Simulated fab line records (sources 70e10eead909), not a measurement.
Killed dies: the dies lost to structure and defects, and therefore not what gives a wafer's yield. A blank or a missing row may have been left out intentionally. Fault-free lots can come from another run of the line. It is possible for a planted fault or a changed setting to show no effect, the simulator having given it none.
fab line records	flow nandHarc
record lots=6	wafers=18	lastDay=24
route steps=1159 shown P_CONTACT@230 END@1159
lots with no fault: from the same line, run without faults
startH: start of the lot's first displayed wafer, in hours after the record's first day	waitH: hours elapsed since this lot's preceding step	" repeats the value in the row above	L1.1+2: a single row standing in for several wafers	- no value, or no start was given	* or withheld: withheld	< > ~ a bound
route shown NAME@n: names a module that has steps shown in the file, with the first one's number in the route	usual: average and standard deviation across the fault-free wafers	same: alike in all rows	chamber/n: place in a boat	sites: readings site by site	_std_site: standard deviation across them	_edge_site: outer sites' mean less inner sites'	radiusMm: how far each site lies from the wafer's centre	mask NAME#n: copy n	behind: tool/chamber where the wafer was last shaped	hold: what put the lot on hold/how long, in hours/how the hold closed	device: the transistor (n, p or np) that didn't switch	end of line: the tests these same wafers got at the end of their route	a step with no rows: only its recipe	killed: not the wafer's yield, but the dies lost to structure and defects at the first sort	map: shows each die of a wafer: x if killed, . if not, _ if none is there
set.NAME: the run value of the setting; set.NAME@STEP: its run value at that earlier step	model.NAME: the simulator's own value behind a step, which no gauge read
lots at some steps of the route; a table a step, a row a wafer
services: from which hour (startH, from the record's first day; less than 0 if before it) a tool's chamber was out of use, for how many hours, and why
## steps
# step NHARC_P_CONTACT_PEB_10
# recipe pebTempC=100	pebTimeS=65
# step NHARC_P_CONTACT_DEVELOP_11
# recipe developTimeS=35	devTempC=23
# step NHARC_P_CONTACT_CD_MEAS_12
# recipe targetCdNm=90	landingEnergyEv=500
# usual cdNm=90.0/0.64
lot.wafer	tool	chamber	startH	waitH	cdNm
L989.2	cdSem-03	0	127.91	-	90.0
L989.3	"	0	"	"	90.9
L989.4	"	0	"	"	90.3
L994.1	cdSem-02	0	152.40	-	90.2
L994.5	"	0	"	"	90.3
L994.6	"	0	"	"	89.8
L996.1	cdSem-03	0	163.35	-	90.3
L996.4	"	0	"	"	89.9
L996.6	"	0	"	"	89.8
L106.1	cdSem-02	0	218.59	-	89.8
L106.2	"	0	"	"	89.5
L106.3	"	0	"	"	89.4
L105.1	cdSem-02	0	219.61	-	89.5
L105.3	"	0	"	"	90.4
L105.6	"	0	"	"	89.2
L110.2	cdSem-03	0	243.76	-	91.7
L110.3	"	0	"	"	90.1
L110.4	"	0	"	"	90.8
# step NHARC_P_CONTACT_OVL_MEAS_13
# usual overlayXNm=0.1/0.96	overlayYNm=0.1/0.88
lot.wafer	tool	chamber	startH	waitH	overlayXNm	overlayYNm
L989.2	overlay-01	-	127.99	-	-0.5	-1.1
L989.3	"	-	"	"	-1.2	-1.2
L989.4	"	-	"	"	-0.4	-1.2
L994.1	overlay-02	-	152.49	-	0.8	0.8
L994.5	"	-	"	"	1.4	1.0
L994.6	"	-	"	"	1.3	1.7
L996.1	overlay-01	-	163.44	-	0.5	1.2
L996.4	"	-	"	"	0.5	1.1
L996.6	"	-	"	"	0.8	1.2
L106.1	overlay-01	-	218.68	-	-0.9	0.1
L106.2	"	-	"	"	-0.6	-0.3
L106.3	"	-	"	"	-0.5	0.1
L105.1	overlay-01	-	219.70	-	1.5	-1.2
L105.3	"	-	"	"	1.7	-1.3
L105.6	"	-	"	"	1.3	-1.3
L110.2	overlay-02	-	243.85	-	-0.6	-0.3
L110.3	"	-	"	"	-0.6	-0.3
L110.4	"	-	"	"	0.2	-0.6
# step NHARC_P_CONTACT_INSPECT_14
# usual rawDefectCount=3.7/2.1
lot.wafer	tool	chamber	startH	waitH	rawDefectCount
L989.2	defectInspect-01	-	128.03	0.0	4
L989.3	"	-	"	"	4
L989.4	"	-	"	"	3
L994.1	defectInspect-01	-	152.53	0.0	6
L994.5	"	-	"	"	3
L994.6	"	-	"	"	8
L996.1	defectInspect-02	-	163.47	0.0	0
L996.4	"	-	"	"	2
L996.6	"	-	"	"	3
L106.1	defectInspect-02	-	218.72	0.0	4
L106.2	"	-	"	"	4
L106.3	"	-	"	"	3
L105.1	defectInspect-02	-	219.74	0.0	4
L105.3	"	-	"	"	4
L105.6	"	-	"	"	9
L110.2	defectInspect-02	-	243.89	0.0	3
L110.3	"	-	"	"	5
L110.4	"	-	"	"	3
# step NHARC_P_CONTACT_DESCUM_17
# recipe timeS=3	o2FlowSccm=200	arFlowSccm=0	biasPowerW=0	chemistry=O2
# usual chamberPressureMTorr=60.00/0.05	drypumpMotorCurrentA=5.6/0.5	o2FlowSccm=200.1/0.6	oesProductAu=1.000/0.0092	rfVppV=57.9/0.89	showerheadPlenumPTorr=1.91/0.076	throttleValvePct=11.311/0.0084
# same biasPowerW=0
lot.wafer	tool	chamber	startH	waitH	chamberPressureMTorr	drypumpMotorCurrentA	o2FlowSccm	oesProductAu	rfHoursCounterH	rfVppV	showerheadPlenumPTorr	throttleValvePct
L989.2	rieDiel-11	1	128.09	0.1	59.96	5.0	200.4	1.003	10	59.5	2.02	11.306
L989.3	"	2	"	"	59.97	5.8	200.1	1.001	9	57.6	1.89	11.304
L989.4	"	0	"	"	59.92	6.4	199.7	1.008	10	57.5	1.82	11.319
L994.1	rieDiel-11	3	152.60	0.1	59.95	6.2	200.7	0.992	13	58.0	1.82	11.321
L994.5	"	2	"	"	60.00	5.8	199.5	1.009	-	58.2	1.89	11.304
L994.6	"	3	"	"	59.95	6.2	199.7	0.993	-	56.2	1.82	11.304
L996.1	rieDiel-01	3	163.54	0.1	59.94	5.2	199.1	1.009	2	57.6	1.96	11.310
L996.4	"	1	"	"	59.93	5.1	198.9	1.002	2	57.3	1.85	11.301
L996.6	"	3	"	"	59.94	5.2	199.0	1.012	-	56.9	1.96	11.325
L106.3	rieDiel-11	0	218.78	0.1	60.02	6.5	199.7	1.011	2	58.1	1.82	11.304
L106.1	"	2	"	"	60.13	5.8	200.0	0.984	2	58.2	1.89	11.308
L106.2	"	3	"	"	60.01	6.2	200.9	0.998	1	59.2	1.81	11.310
L105.1	rieDiel-11	0	219.80	0.1	59.95	6.5	200.0	1.008	2	58.4	1.82	11.316
L105.3	"	3	"	"	60.02	6.2	200.4	0.989	2	57.4	1.81	11.316
L105.6	"	1	"	"	59.97	5.0	200.4	0.992	-	57.0	2.02	11.327
L110.3	rieDiel-01	1	243.96	0.1	59.99	5.1	200.3	1.002	10	57.3	1.84	11.303
L110.2	"	2	"	"	60.05	5.5	199.6	1.000	9	59.9	1.95	11.308
L110.4	"	3	"	"	59.96	5.2	198.9	1.005	10	59.1	1.96	11.319
# step NHARC_P_CONTACT_ETCH_35
# recipe targetDepthA=390	overEtchFrac=0.3	timeS=65	ionEnergyEv=80	cf4FlowSccm=150	arFlowSccm=0	rfW=300	biasW=100	chemistry=CF4
# usual chamberPressureMTorr=50.01/0.044	drypumpMotorCurrentA=5.6/0.5	oesProductAu=1.000/0.0092	rfVppV=151.4/1.1	showerheadPlenumPTorr=1.77/0.065	throttleValvePct=13.283/0.0094
lot.wafer	tool	chamber	startH	waitH	chamberPressureMTorr	drypumpMotorCurrentA	oesProductAu	rfHoursCounterH	rfVppV	showerheadPlenumPTorr	throttleValvePct
L989.3	rieDiel-11	3	128.18	0.1	49.91	6.2	0.985	10	151.3	1.69	13.293
L989.2	"	0	"	"	49.95	6.5	1.002	10	150.7	1.69	13.275
L989.4	"	2	"	"	50.02	5.8	1.013	9	150.6	1.75	13.279
L994.1	rieDiel-11	2	152.68	0.1	49.99	5.8	1.005	12	149.6	1.75	13.277
L994.5	"	1	"	"	49.98	5.0	0.989	-	150.9	1.86	13.278
L994.6	"	2	"	"	50.05	5.8	0.994	-	151.8	1.75	13.276
L996.4	rieDiel-01	3	163.63	0.1	50.04	5.2	1.007	2	152.6	1.81	13.259
L996.1	"	0	"	"	50.03	5.5	0.997	2	150.3	1.78	13.281
L996.6	"	2	"	"	49.95	5.5	1.000	-	152.5	1.80	13.289
L106.3	rieDiel-11	2	218.87	0.1	50.08	5.9	0.979	2	150.9	1.75	13.268
L106.1	"	3	"	"	50.03	6.2	1.000	1	150.6	1.68	13.275
L106.2	"	0	"	"	50.08	6.5	1.015	2	150.4	1.69	13.271
L105.3	rieDiel-11	0	219.88	0.1	50.02	6.5	1.008	2	151.4	1.69	13.275
L105.1	"	2	"	"	50.03	5.8	0.987	2	151.2	1.75	13.272
L105.6	"	0	"	"	49.99	6.5	1.002	-	150.1	1.69	13.312
L110.3	rieDiel-01	0	244.03	0.1	50.06	5.5	1.012	9	151.7	1.78	13.294
L110.4	"	2	"	"	49.99	5.5	1.018	9	152.0	1.80	13.272
L110.2	"	3	"	"	49.96	5.2	0.996	10	152.0	1.81	13.283
# step NHARC_P_CONTACT_ETCH_36
# recipe targetDepthA=2600	overEtchFrac=0.25	timeS=406.25	ionEnergyEv=200	n2FlowSccm=150	h2FlowSccm=150	arFlowSccm=0	rfW=400	biasW=150	chemistry=N2/H2
# usual chamberPressureMTorr=29.999/0.027	drypumpMotorCurrentA=5.7/0.51	oesProductAu=1.001/0.0093	rfVppV=430.4/2.3	showerheadPlenumPTorr=2.03/0.083	throttleValvePct=14.171/0.0095
lot.wafer	tool	chamber	startH	waitH	chamberPressureMTorr	drypumpMotorCurrentA	oesProductAu	rfHoursCounterH	rfVppV	showerheadPlenumPTorr	throttleValvePct
L989.4	rieDiel-11	0	-	-	30.026	6.5	1.012	10	428.7	1.94	14.162
L989.3	"	1	"	"	29.975	5.0	1.002	10	433.3	2.16	14.170
L989.2	"	2	"	"	29.969	5.8	0.999	10	431.5	2.02	14.179
L994.1	rieDiel-11	1	-	-	29.997	5.0	1.000	12	434.6	2.16	14.178
L994.5	"	3	"	"	29.977	6.2	0.988	-	428.6	1.93	14.184
L994.6	"	0	"	"	29.992	6.5	1.003	-	428.8	1.94	14.175
L996.1	rieDiel-01	0	-	-	30.044	5.5	1.010	3	431.0	2.05	14.176
L996.4	"	2	"	"	29.974	5.5	1.001	2	430.5	2.08	14.175
L996.6	"	0	"	"	30.026	5.5	1.009	-	432.0	2.05	14.148
L106.3	rieDiel-11	3	-	-	29.993	6.2	0.990	1	426.0	1.93	14.177
L106.2	"	1	"	"	29.994	5.0	0.999	2	433.8	2.15	14.164
L106.1	"	2	"	"	30.021	5.9	0.979	2	429.9	2.01	14.162
L105.3	rieDiel-11	3	-	-	30.011	6.3	0.998	2	428.9	1.93	14.178
L105.1	"	2	"	"	29.974	5.8	0.992	2	431.2	2.01	14.181
L105.6	"	0	"	"	29.988	6.5	1.013	-	428.6	1.93	14.182
L110.4	rieDiel-01	1	-	-	29.983	5.1	1.002	10	430.4	1.96	14.180
L110.3	"	2	"	"	30.002	5.5	0.999	9	431.9	2.08	14.178
L110.2	"	0	"	"	30.013	5.5	1.001	9	430.0	2.05	14.182
# step NHARC_P_CONTACT_ETCH_18
# recipe targetDepthA=4810	timeS=240.5	c4f8FlowSccm=20	o2FlowSccm=10	arFlowSccm=withheld	rfW=600	biasW=1500	chemistry=C4F8/O2/Ar
# usual chamberPressureMTorr=25.000/0.022	oesProductAu=0.963/0.015	rfVppV=978/5.2
lot.wafer	tool	chamber	startH	waitH	chamberPressureMTorr	oesProductAu	rfHoursCounterH	rfVppV
L989.3	rieDiel-11	1	-	-	24.973	0.976	10	986
L989.4	"	2	"	"	24.984	0.957	10	976
L989.2	"	0	"	"	24.981	0.991	10	972
L994.1	rieDiel-11	0	-	-	25.012	0.990	13	972
L994.6	"	2	"	"	24.990	0.946	-	976
L994.5	"	3	"	"	24.984	0.952	-	971
L996.4	rieDiel-01	1	-	-	25.042	0.971	2	974
L996.1	"	3	"	"	24.992	0.962	2	982
L996.6	"	1	"	"	25.007	0.981	-	974
L106.1	rieDiel-11	2	-	-	25.005	0.955	2	977
L106.2	"	3	"	"	24.990	0.978	2	971
L106.3	"	1	"	"	25.018	0.973	2	986
L105.1	rieDiel-11	1	-	-	24.995	0.964	2	985
L105.3	"	0	"	"	25.031	0.975	2	971
L105.6	"	1	"	"	25.030	0.966	-	987
L110.4	rieDiel-01	1	-	-	25.003	0.928	10	973
L110.3	"	2	"	"	25.007	0.927	9	980
L110.2	"	0	"	"	24.996	0.921	9	980
# step NHARC_P_CONTACT_STRIP_37
# recipe c4f8FlowSccm=withheld	o2FlowSccm=8	arFlowSccm=withheld	biasW=0	chemistry=C4F8/O2/Ar
# step NHARC_P_CONTACT_ETCH_31
# recipe targetDepthA=300	timeS=85.7	ionEnergyEv=120	overEtchFrac=1	ch3fFlowSccm=50	o2FlowSccm=30	arFlowSccm=200	rfW=500	biasW=100	chemistry=CH3F/O2
# usual chamberPressureMTorr=24.999/0.024	drypumpMotorCurrentA=5.6/0.48	o2FlowSccm=30.00/0.087	oesProductAu=0.983/0.011	rfVppV=244.2/1.5	showerheadPlenumPTorr=2.46/0.093	throttleValvePct=20.664/0.0096
lot.wafer	tool	chamber	startH	waitH	chamberPressureMTorr	drypumpMotorCurrentA	o2FlowSccm	oesProductAu	rfHoursCounterH	rfVppV	showerheadPlenumPTorr	throttleValvePct
L989.2	rieDiel-11	1	-	-	24.988	5.0	30.08	0.984	10	246.4	2.59	20.668
L989.3	"	3	"	"	25.040	6.3	30.11	0.975	10	241.6	2.34	20.661
L989.4	"	0	"	"	24.990	6.4	30.01	0.992	10	241.7	2.34	20.670
L994.1	rieDiel-11	0	-	-	24.981	6.4	30.10	0.997	13	242.3	2.34	20.679
L994.6	"	3	"	"	24.998	6.2	29.98	0.983	-	243.7	2.34	20.665
L994.5	"	0	"	"	25.002	6.4	30.06	1.008	-	242.6	2.34	20.652
L996.1	rieDiel-01	0	-	-	25.031	5.5	30.14	0.982	3	245.3	2.47	20.657
L996.4	"	1	"	"	25.019	5.1	29.92	0.989	2	243.6	2.38	20.665
L996.6	"	3	"	"	24.992	5.2	29.84	0.984	-	245.2	2.52	20.665
L106.2	rieDiel-11	0	-	-	25.008	6.5	30.10	0.982	2	241.2	2.34	20.667
L106.3	"	1	"	"	24.978	5.0	30.07	0.983	2	244.8	2.59	20.663
L106.1	"	2	"	"	25.016	5.8	30.05	0.972	2	243.1	2.43	20.660
L105.3	rieDiel-11	2	-	-	24.981	5.8	29.98	0.985	3	242.7	2.43	20.675
L105.1	"	0	"	"	24.972	6.5	29.97	0.994	2	243.6	2.34	20.674
L105.6	"	2	"	"	24.976	5.8	30.09	0.974	-	243.6	2.43	20.635
L110.3	rieDiel-01	1	-	-	24.965	5.1	30.08	0.966	10	242.8	2.37	20.658
L110.2	"	2	"	"	25.018	5.5	29.90	0.975	9	244.8	2.50	20.686
L110.4	"	3	"	"	25.017	5.2	30.16	0.943	10	244.6	2.52	20.671
# step NHARC_P_CONTACT_CD_MEAS_19
# usual cdNm=90.2/1.7
lot.wafer	tool	chamber	startH	waitH	cdNm
L989.2	cdSem-01	-	128.97	-	90.4
L989.3	"	-	"	"	90.5
L989.4	"	-	"	"	86.7
L994.1	cdSem-03	-	153.46	-	89.5
L994.5	"	-	"	"	91.5
L994.6	"	-	"	"	87.9
L996.1	cdSem-02	-	164.42	-	89.8
L996.4	"	-	"	"	90.7
L996.6	"	-	"	"	89.2
L106.1	cdSem-03	-	219.66	-	89.2
L106.2	"	-	"	"	93.4
L106.3	"	-	"	"	90.0
L105.1	cdSem-03	-	220.67	-	91.0
L105.3	"	-	"	"	92.8
L105.6	"	-	"	"	90.3
L110.2	cdSem-03	-	245.20	-	90.0
L110.3	"	-	"	"	93.2
L110.4	"	-	"	"	90.2
# step NHARC_P_CONTACT_STRIP_28
# recipe o2FlowSccm=500	arFlowSccm=0	biasW=0	chemistry=O2
# usual biasW=0/0	chamberPressureMTorr=59.99/0.053	drypumpMotorCurrentA=5.6/0.46	o2FlowSccm=499.8/1.6	oesProductAu=0.999/0.0097	rfVppV=57.9/0.87	showerheadPlenumPTorr=3.52/0.12	throttleValvePct=17.036/0.0089
lot.wafer	tool	chamber	startH	waitH	biasW	chamberPressureMTorr	drypumpMotorCurrentA	o2FlowSccm	oesProductAu	rfHoursCounterH	rfVppV	showerheadPlenumPTorr	throttleValvePct
L989.3	rieDiel-11	0	129.04	0.1	0	59.97	6.4	498.9	1.008	10	56.8	3.37	17.067
L989.2	"	1	"	"	0	59.97	5.0	499.7	0.994	10	60.2	3.71	17.027
L989.4	"	2	"	"	0	59.96	5.8	501.0	1.009	10	57.7	3.49	17.049
L994.1	rieDiel-01	0	153.55	0.1	0	59.97	5.5	499.3	1.009	1	57.2	3.55	17.036
L994.6	"	0	"	"	0	60.00	5.5	500.2	1.008	-	57.9	3.55	17.046
L994.5	"	1	"	"	0	60.03	5.1	498.8	1.008	-	58.3	3.41	17.039
L996.4	rieDiel-01	2	164.53	0.1	0	60.00	5.5	503.2	1.006	2	58.6	3.59	17.019
L996.1	"	3	"	"	0	60.08	5.2	502.2	1.004	2	58.2	3.61	17.036
L996.6	"	0	"	"	0	59.91	5.5	499.6	1.002	-	57.0	3.55	17.025
L106.3	rieDiel-12	3	219.75	0.1	-	-	-	-	-	-	-	-	-
L106.2	"	0	"	"	-	-	-	-	-	-	-	-	-
L106.1	"	1	"	"	-	-	-	-	-	-	-	-	-
L105.1	rieDiel-11	1	220.75	0.1	-	-	-	-	-	-	-	-	-
L105.3	"	0	"	"	-	-	-	-	-	-	-	-	-
L105.6	"	2	"	"	-	-	-	-	-	-	-	-	-
L110.3	rieDiel-01	1	245.27	0.1	0	59.95	5.1	502.0	0.996	10	57.5	3.41	17.030
L110.4	"	3	"	"	0	60.04	5.2	497.4	0.988	10	58.4	3.61	17.054
L110.2	"	0	"	"	0	59.98	5.5	499.0	0.999	10	57.4	3.54	17.042
# step NHARC_P_CONTACT_STRIP_29
# recipe timeS=1200	tempC=72.5	chemistry=postEtchResidueRemover
# step NHARC_END_SORT_01
# recipe tempC=25
# usual killedAtArray=28/8.6	killedAtOther=0.7/1.2	killedAtPeriphery=3.1/2.3	killedDies=32/8.7	killedOpen=3.2/1.7	killedShort=2.0/1.5
# same grossDies=677
lot.wafer	tool	chamber	startH	waitH	killedAtArray	killedAtOther	killedAtPeriphery	killedDies	killedOpen	killedShort
L989.2	prober-01	0	445.13	2.8	26	3	3	32	3	2
L989.3	prober-01	0	445.92	3.1	22	3	6	31	1	2
L989.4	prober-01	0	446.72	3.4	23	1	3	27	5	1
L996.1	prober-01	0	492.92	2.5	31	0	1	32	1	4
L996.4	prober-01	0	495.30	3.4	27	1	0	28	2	3
L996.6	prober-01	0	496.89	4.0	24	1	0	25	3	2
L106.1	prober-02	0	546.36	2.5	12	0	665	677	2	4
L106.2	prober-02	0	547.15	2.8	22	0	655	677	7	1
L106.3	prober-02	0	547.95	3.1	16	0	661	677	2	1
L105.1	prober-02	0	554.11	2.5	34	0	643	677	1	2
L105.3	prober-02	0	555.74	3.1	26	0	651	677	4	0
L105.6	prober-02	0	558.18	4.1	37	0	640	677	2	4
# killed by level:class
L989.2 A_SLIT:chamberFilmFlake=11 P_GATE:chamberFilmFlake=3 A_SGD_CUT:chamberFilmFlake=3 THIN_TSV:chamberFilmFlake=3 A_ZERO_WELL:chamberFilmFlake=2 A_CHANNEL_HOLE_D1:chamberFilmFlake=2 A_CONTACT:chamberFilmFlake=2 A_ONON_D1:geometricParticle:open=1
L989.3 A_SLIT:chamberFilmFlake=11 A_SGD_CUT:chamberFilmFlake=7 P_GATE:chamberFilmFlake=3 THIN_TSV:chamberFilmFlake=3 P_GATE:geometricParticle:open=1 P_CONTACT:geometricParticle:short=1 A_CONTACT:geometricParticle:short=1 P_M0:chamberFilmFlake=1
L989.4 A_SLIT:chamberFilmFlake=6 A_CHANNEL_HOLE_D1:chamberFilmFlake=4 A_CONTACT:chamberFilmFlake=4 A_STAIRCASE:chamberFilmFlake=3 A_SGD_CUT:chamberFilmFlake=3 P_STI:geometricParticle:short=1 P_GATE:geometricParticle:open=1 P_M1:geometricParticle:open=1
L996.1 A_SLIT:chamberFilmFlake=11 A_CONTACT:chamberFilmFlake=8 A_STAIRCASE:chamberFilmFlake=7 P_M0:geometricParticle:short=1 A_ONON_D1:geometricParticle:short=1 A_ONON_D1:geometricParticle:open=1 A_CHANNEL_HOLE_D1:geometricParticle:short=1 A_WL_FILL:geometricParticle:short=1
L996.4 A_SLIT:chamberFilmFlake=11 A_STAIRCASE:chamberFilmFlake=6 A_CHANNEL_HOLE_D1:chamberFilmFlake=3 A_ONON_D1:geometricParticle:short=2 A_ONON_D1:geometricParticle:open=1 A_SGD_CUT:geometricParticle:short=1 A_BLC:geometricParticle:open=1 A_ZERO_WELL:chamberFilmFlake=1
L996.6 A_SLIT:chamberFilmFlake=10 A_CONTACT:chamberFilmFlake=5 A_CHANNEL_HOLE_D1:chamberFilmFlake=2 A_STAIRCASE:chamberFilmFlake=2 A_ONON_D1:geometricParticle:short=1 A_ONON_D1:geometricParticle:open=1 A_WL_FILL:geometricParticle:open=1 A_BLC:geometricParticle:open=1
L106.1 P_CONTACT:areaStrip=662 A_CONTACT:chamberFilmFlake=5 P_GATE:geometricParticle:short=1 P_M0:geometricParticle:open=1 A_CHANNEL_FILL_D1:geometricParticle:short=1 A_WL_FILL:geometricParticle:short=1 A_CONTACT:geometricParticle:open=1 A_M1:geometricParticle:short=1
L106.2 P_CONTACT:areaStrip=654 A_CHANNEL_HOLE_D1:chamberFilmFlake=8 A_CONTACT:chamberFilmFlake=7 A_BLC:geometricParticle:open=2 P_M0:geometricParticle:open=1 A_ONON_D1:geometricParticle:open=1 A_CHANNEL_FILL_D1:geometricParticle:open=1 A_WL_FILL:geometricParticle:open=1
L106.3 P_CONTACT:areaStrip=659 A_CHANNEL_HOLE_D1:chamberFilmFlake=6 A_CONTACT:chamberFilmFlake=6 A_ONON_D1:geometricParticle:short=1 A_BLC:geometricParticle:open=1 A_M0:geometricParticle:open=1 P_STI:chamberFilmFlake=1 P_M2:chamberFilmFlake=1
L105.1 P_CONTACT:areaStrip=641 A_CHANNEL_HOLE_D1:chamberFilmFlake=19 A_CONTACT:chamberFilmFlake=5 A_STAIRCASE:chamberFilmFlake=4 P_STI:chamberFilmFlake=2 A_BONDPAD:chamberFilmFlake=2 A_ONON_D1:geometricParticle:open=1 A_WL_FILL:geometricParticle:short=1
L105.3 P_CONTACT:areaStrip=649 A_CHANNEL_HOLE_D1:chamberFilmFlake=18 A_M1:geometricParticle:open=2 A_BONDPAD:chamberFilmFlake=2 P_M0:geometricParticle:open=1 A_BLC:geometricParticle:open=1 P_STI:chamberFilmFlake=1 A_STAIRCASE:chamberFilmFlake=1
L105.6 P_CONTACT:areaStrip=634 A_CHANNEL_HOLE_D1:chamberFilmFlake=23 A_CONTACT:chamberFilmFlake=5 P_ZERO_WELL:chamberFilmFlake=2 A_STAIRCASE:chamberFilmFlake=2 P_CONTACT:geometricParticle:short=1 P_M0:geometricParticle:open=1 A_CHANNEL_HOLE_D1:geometricParticle:short=1
# map L105.1 (x killed, . not)
____________x____________
_________xxxxxxx_________
_______xxxxxxxxxxx_______
______xxxxxxxxxxxxx______
_____xxxxxxxxxxxxxxx_____
____xxxxxxxxxxxxxxxxx____
____xxxxxxxxxxxxxxxxx____
___xxxxxxxxxxxxxxxxxxx___
___xxxxxxxxxxxxxxxxxxx___
__xxxxxxxxxxxxxxxxxxxxx__
__xxxxxxxxxxxxxxxxxxxxx__
_xxxxxxxxxxxxxxxxxxxxxxx_
_xxxxxxxxxxxxxxxxxxxxxxx_
_xxxxxxxxxxxxxxxxxxxxxxx_
_xxxxxxxxxxxxxxxxxxxxxxx_
_xxxxxxxxxxxxxxxxxxxxxxx_
xxxxxxxxxxxxxxxxxxxxxxxxx
xxxxxxxxxxxxxxxxxxxxxxxxx
xxxxxxxxxxxxxxxxxxxxxxxxx
xxxxxxxxxxxxxxxxxxxxxxxxx
xxxxxxxxxxxxxxxxxxxxxxxxx
_xxxxxxxxxxxxxxxxxxxxxxx_
_xxxxxxxxxxxxxxxxxxxxxxx_
_xxxxxxxxxxxxxxxxxxxxxxx_
_xxxxxxxxxxxxxxxxxxxxxxx_
_xxxxxxxxxxxxxxxxxxxxxxx_
__xxxxxxxxxxxxxxxxxxxxx__
__xxxxxxxxxxxxxxxxxxxxx__
___xxxxxxxxxxxxxxxxxxx___
___xxxxxxxxxxxxxxxxxxx___
____xxxxxxxxxxxxxxxxx____
____xxxxxxxxxxxxxxxxx____
_____xxxxxxxxxxxxxxx_____
______xxxxxxxxxxxxx______
_______xxxxxxxxxxx_______
_________xxxxxxx_________
____________x____________
# map L106.1 (x killed, . not)
____________x____________
_________xxxxxxx_________
_______xxxxxxxxxxx_______
______xxxxxxxxxxxxx______
_____xxxxxxxxxxxxxxx_____
____xxxxxxxxxxxxxxxxx____
____xxxxxxxxxxxxxxxxx____
___xxxxxxxxxxxxxxxxxxx___
___xxxxxxxxxxxxxxxxxxx___
__xxxxxxxxxxxxxxxxxxxxx__
__xxxxxxxxxxxxxxxxxxxxx__
_xxxxxxxxxxxxxxxxxxxxxxx_
_xxxxxxxxxxxxxxxxxxxxxxx_
_xxxxxxxxxxxxxxxxxxxxxxx_
_xxxxxxxxxxxxxxxxxxxxxxx_
_xxxxxxxxxxxxxxxxxxxxxxx_
xxxxxxxxxxxxxxxxxxxxxxxxx
xxxxxxxxxxxxxxxxxxxxxxxxx
xxxxxxxxxxxxxxxxxxxxxxxxx
xxxxxxxxxxxxxxxxxxxxxxxxx
xxxxxxxxxxxxxxxxxxxxxxxxx
_xxxxxxxxxxxxxxxxxxxxxxx_
_xxxxxxxxxxxxxxxxxxxxxxx_
_xxxxxxxxxxxxxxxxxxxxxxx_
_xxxxxxxxxxxxxxxxxxxxxxx_
_xxxxxxxxxxxxxxxxxxxxxxx_
__xxxxxxxxxxxxxxxxxxxxx__
__xxxxxxxxxxxxxxxxxxxxx__
___xxxxxxxxxxxxxxxxxxx___
___xxxxxxxxxxxxxxxxxxx___
____xxxxxxxxxxxxxxxxx____
____xxxxxxxxxxxxxxxxx____
_____xxxxxxxxxxxxxxx_____
______xxxxxxxxxxxxx______
_______xxxxxxxxxxx_______
_________xxxxxxx_________
____________x____________
## services
tool	chamber	startH	hours	kind
rieDiel-01	1	112.96	11.6	repair
rieDiel-11	0	119.59	-	clean
rieDiel-11	1	119.59	-	clean
rieDiel-11	2	119.59	-	clean
rieDiel-11	3	119.59	-	clean
rieDiel-01	2	120.72	12.2	repair
rieDiel-01	-	137.80	9.0	pm
rieDiel-11	0	144.09	-	clean
rieDiel-11	1	144.09	-	clean
rieDiel-11	2	144.09	-	clean
rieDiel-11	3	144.09	-	clean
rieDiel-11	1	162.50	7.7	repair
rieDiel-11	0	168.59	-	clean
rieDiel-11	2	168.59	-	clean
rieDiel-11	3	168.59	-	clean
rieDiel-11	-	189.50	9.0	pm
rieDiel-11	0	189.50	9.0	ventCycle
rieDiel-11	1	189.50	9.0	ventCycle
rieDiel-01	-	191.69	1.1	repair
rieDiel-12	-	202.44	9.0	pm
rieDiel-11	3	203.84	4.4	repair
rieDiel-01	0	211.93	13.9	repair
rieDiel-12	1	235.84	2.4	repair
rieDiel-11	0	237.25	3.6	repair
## key
firstSign step=NHARC_P_CONTACT_STRIP_28	reading=toolRecord	direction=missing
effect step=NHARC_END_SORT_01	reading=killedAtPeriphery	direction=up	sigmas=99+	usual=3.1	struck=652.5
moreKillsBornAt NHARC_P_CONTACT_STRIP_28@rieDiel-12=1975	NHARC_P_CONTACT_STRIP_28@rieDiel-11=1924
metAt NHARC_P_CONTACT_STRIP_28
struckWafers L105.1,L105.3,L105.6,L106.1,L106.2,L106.3
laterRowsLeftOut L105.1,L105.3,L105.6,L106.1,L106.2,L106.3
testerLeftOut L105,L106
onsetBetween 129.04 219.75
fault kind=skippedStepWhole	tool=rieDiel-11,rieDiel-12	chamber=-	onsetH=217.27	steps=NHARC_P_CONTACT_STRIP_28	scope=struckLotsOnly
# testerLeftOut: of these lots the tester's yield and bins aren't shown, on N5 and GAA mostly nor the transistor test; their killed dies are dies lost to structure and defects alone, not to doping, threshold or leakage, so they don't give the yield
# laterRowsLeftOut: the simulator's readings of these wafers behind a module that went badly wrong aren't trusted and aren't shown, but for the sort
